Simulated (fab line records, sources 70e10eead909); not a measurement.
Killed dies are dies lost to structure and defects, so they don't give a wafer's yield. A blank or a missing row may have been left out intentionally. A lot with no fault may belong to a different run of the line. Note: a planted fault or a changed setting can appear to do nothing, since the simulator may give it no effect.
Which tool is to blame? | flow nandHarc | 6 lots, 18 wafers sampled, at 5 steps of a route of 1302

## WHAT THE GAUGES SHOWED, per wafer
NHARC_END_SORT_01.
lot | measured | on | killedAtArray

## TOOL THAT RAN EACH LOT (tool first, then ch and the chambers of the sampled wafers, then the start)
lot  | NHARC_P_ZERO_WELL_DESCUM_54       | NHARC_P_STI_ETCH_31                          | NHARC_P_GATE_DEVELOP_25          | NHARC_P_GATE_ETCH_32
L816 | rieDiel-01 ch 0,2, day 3 18:16    | rieDiel-09 ch 0,2, day 7 04:00 or earlier    | lithoTrack-04 ch 0, day 7 04:00  | rieSi-03 ch 0,1,3, day 7 05:19
L820 | rieDiel-08 ch 0,2,3, day 5 10:06  | rieDiel-07 ch 1,3, day 8 13:00 or earlier    | lithoTrack-04 ch 0, day 8 13:00  | rieSi-02 ch 0,1,3, day 8 13:46
L823 | rieDiel-04 ch 1,2,3, day 6 15:55  | rieDiel-07 ch 2,3, day 9 18:00 or earlier    | lithoTrack-06 ch 0, day 9 18:00  | rieSi-06 ch 0,2, day 9 19:17
L828 | rieDiel-08 ch 0,2,3, day 8 17:56  | rieDiel-07 ch 0,1,2, day 11 11:00 or earlier | lithoTrack-04 ch 0, day 11 11:00 | rieSi-03 ch 0,1, day 11 12:05
L830 | rieDiel-08 ch 0,2,3, day 9 13:56  | rieDiel-09 ch 0,1,3, day 12 16:00 or earlier | lithoTrack-06 ch 0, day 12 16:00 | rieSi-06 ch 0,1,2, day 12 16:58
L832 | rieDiel-01 ch 0,1,2, day 10 09:55 | rieDiel-09 ch 0,1,3, day 13 03:00 or earlier | lithoTrack-01 ch 0, day 13 03:00 | rieSi-03 ch 1,3, day 13 03:50
- NHARC_P_ZERO_WELL_DESCUM_54: chemistry O2, time 3 s.
- NHARC_P_STI_ETCH_31: etches the open film in CF4/CHF3, target depth 108.9 nm, time 54.5 s.
- NHARC_P_GATE_DEVELOP_25: develop time 35 s.
- NHARC_P_GATE_ETCH_32: etches the open film in HBr/Cl2, target depth 150 nm, time 100.1 s.

## THE ANSWER, worked out from the rows above alone
Rule: usual is defined by the lots themselves. The widest of any qualifying gaps counts: lots, ordered by their means at a reading, are off when they make up no more than a third of the lots, leave a main group of 4 or more, and stand apart from it by 3 or more times the standard deviation of that group's means. The tables above print the reading to a certain number of digits; a main group whose means all agree to those digits is not used. A lot without any number at a reading at which 4 lots or more have one is off too. Where the step has rows for the other lots, those lots are counted as sound.
Across all readings shown, no lot is off: no conclusion can be drawn from this.

## WHAT WAS PUT IN BY THE SIMULATOR
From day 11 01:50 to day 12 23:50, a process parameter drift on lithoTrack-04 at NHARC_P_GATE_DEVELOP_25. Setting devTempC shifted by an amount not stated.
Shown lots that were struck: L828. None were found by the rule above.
